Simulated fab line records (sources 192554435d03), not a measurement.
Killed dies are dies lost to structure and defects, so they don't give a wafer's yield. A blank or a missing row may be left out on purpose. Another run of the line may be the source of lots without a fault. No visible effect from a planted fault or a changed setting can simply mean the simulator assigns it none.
Chamber matching ; flow n5-finfet ; rie-diel-03 running N5_BEOL_M5_VIA_ETCH_34: 4 sister chambers
The step etches SiCOH lowk in C4F6/O2, target depth 88.3 nm, time 39.2 s. 8 wafers are shown with their chamber, then 8 later ones without.

## WAFERS, EACH WITH ITS CHAMBER
wafer;chamber;throttle-valve-pct (%);showerhead-plenum-p-Torr (Torr)
L078.3;1;21.14;2.72
L083.2;0;20.25;2.77
L083.5;2;20.64;2.90
L083.6;1;21.18;2.71
L085.1;2;20.66;2.90
L085.4;0;20.26;2.77
L085.5;3;21.06;2.92
L088.2;3;21.06;2.91

## WAFERS MISSING THEIR CHAMBER
wafer;throttle-valve-pct (%);showerhead-plenum-p-Torr (Torr)
L088.5;20.65;2.90
L088.6;21.16;2.71
L092.2;20.67;2.89
L092.4;21.07;2.91
L092.6;20.68;2.89
L095.1;20.70;2.89
L095.2;20.72;2.91
L095.5;20.71;2.91

## THE CHAMBER EACH PASSED THROUGH
wafer;from the rows above;in truth
L088.5;2;2
L088.6;1;1
L092.2;2;2
L092.4;3;3
L092.6;2;2
L095.1;2;2
L095.2;2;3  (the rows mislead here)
L095.5;2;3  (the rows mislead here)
Placed correctly: 6 of 8. Not placeable from these rows: 0. Wrongly placed: 2.
How it was worked out, from the rows above alone: a wafer's distance from a chamber is the root of the sum, over the readings, of the square of ((its reading less the chamber's mean) divided by the reading's scatter). If the next closest chamber is less than 2 further off than the closest, the wafer can't be placed; otherwise it belongs to the closest. The mean given for a chamber averages the wafers shown for that chamber. The scatter: take each reading less its chamber's mean, square it, sum over the shown wafers, divide by the number of wafers less the number of chambers, and take the root.
